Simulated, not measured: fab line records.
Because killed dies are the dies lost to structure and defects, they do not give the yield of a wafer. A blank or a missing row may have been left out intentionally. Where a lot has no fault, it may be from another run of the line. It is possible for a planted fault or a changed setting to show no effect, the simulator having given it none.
Chamber matching | flow n5-finfet | 4 sister chambers for N5_BEOL_M14_DESCUM_15 on rie-diel-03
The step chemistry O2, time 7.9 s. 27 wafers are shown with their chamber, then 12 later ones without.

== WAFERS PAIRED WITH THEIR CHAMBERS ==
wafer  | chamber | drypump-motor-current-A (A) | showerhead-plenum-p-Torr (Torr) | throttle-valve-pct (%)
L074.1 | 2       | 5.8                         | 2.23                            | 20.42
L074.5 | 3       | 5.9                         | 2.22                            | 20.16
L074.6 | 0       | 5.0                         | 2.06                            | 19.98
L077.2 | 0       | 5.0                         | 2.06                            | 20.00
L077.3 | 2       | 5.7                         | 2.23                            | 20.39
L077.6 | 1       | 6.3                         | 2.01                            | 20.70
L079.4 | 0       | 5.0                         | 2.06                            | 20.01
L079.5 | 3       | 6.0                         | 2.22                            | 20.16
L079.6 | 0       | 5.0                         | 2.05                            | 20.00
L082.4 | 0       | 5.0                         | 2.05                            | 20.02
L082.5 | 1       | 6.3                         | 2.00                            | 20.72
L082.6 | 2       | 5.7                         | 2.22                            | 20.45
L083.1 | 1       | 6.3                         | 2.00                            | 20.75
L083.4 | 3       | 6.0                         | 2.21                            | 20.18
L083.5 | 3       | 6.0                         | 2.21                            | 20.19
L085.1 | 3       | 5.9                         | 2.21                            | 20.19
L085.4 | 1       | 6.3                         | 2.00                            | 20.73
L085.5 | 3       | 6.0                         | 2.21                            | 20.20
L088.3 | 2       | 5.7                         | 2.22                            | 20.46
L088.4 | 0       | 5.0                         | 2.05                            | 20.03
L088.5 | 1       | 6.3                         | 2.00                            | 20.74
L091.2 | 3       | 5.9                         | 2.21                            | 20.20
L091.3 | 0       | 5.0                         | 2.05                            | 20.03
L091.4 | 1       | 6.3                         | 2.00                            | 20.73
L093.1 | 1       | 6.3                         | 2.00                            | 20.76
L093.3 | 2       | 5.8                         | 2.21                            | 20.47
L093.4 | 0       | 5.0                         | 2.05                            | 20.03

SIGNATURES (means of the wafers above)
reading                  | chamber 0 | chamber 1 | chamber 2 | chamber 3 | scatter within a chamber
drypump-motor-current-A  | 5.000     | 6.300     | 5.740     | 5.957     | 0.0356
showerhead-plenum-p-Torr | 2.0537    | 2.0014    | 2.2220    | 2.2129    | 0.0055
throttle-valve-pct       | 20.0125   | 20.7329   | 20.4380   | 20.1829   | 0.0216
Rule: for a wafer and a chamber, the distance is found by dividing, reading by reading, the gap between the wafer's reading and the chamber's mean by the reading's scatter, squaring, summing and taking the root. If the next closest chamber is less than 2 further off than the closest, the wafer can't be placed; otherwise it belongs to the closest. The scatter: take each reading less its chamber's mean, square it, sum over the shown wafers, divide by the number of wafers less the number of chambers, and take the root.

== WAFERS WHOSE CHAMBER IS MISSING ==
wafer  | drypump-motor-current-A (A) | showerhead-plenum-p-Torr (Torr) | throttle-valve-pct (%)
L095.1 | 5.7                         | 2.21                            | 20.48
L095.4 | 5.9                         | 2.21                            | 20.23
L095.6 | 5.0                         | 2.04                            | 20.02
L086.3 | 5.9                         | 2.21                            | 20.21
L086.4 | 5.0                         | 2.04                            | 20.04
L086.5 | 5.9                         | 2.21                            | 20.22
L094.1 | 5.7                         | 2.21                            | 20.47
L094.4 | 6.3                         | 1.99                            | 20.75
L094.6 | 5.7                         | 2.21                            | 20.49
L096.3 | 5.7                         | 2.21                            | 20.49
L096.4 | 6.3                         | 1.99                            | 20.76
L096.5 | 5.7                         | 2.21                            | 20.48

== WHICH CHAMBER EACH WENT THROUGH ==
wafer  | from the rows above | in truth
L095.1 | 2                   | 2
L095.4 | 3                   | 3
L095.6 | 0                   | 0
L086.3 | 3                   | 3
L086.4 | 0                   | 0
L086.5 | 3                   | 3
L094.1 | 2                   | 2
L094.4 | 1                   | 1
L094.6 | 2                   | 2
L096.3 | 2                   | 2
L096.4 | 1                   | 1
L096.5 | 2                   | 2
Correctly placed: 12 of 12. Can't be placed from these rows: 0. Wrongly placed: 0.
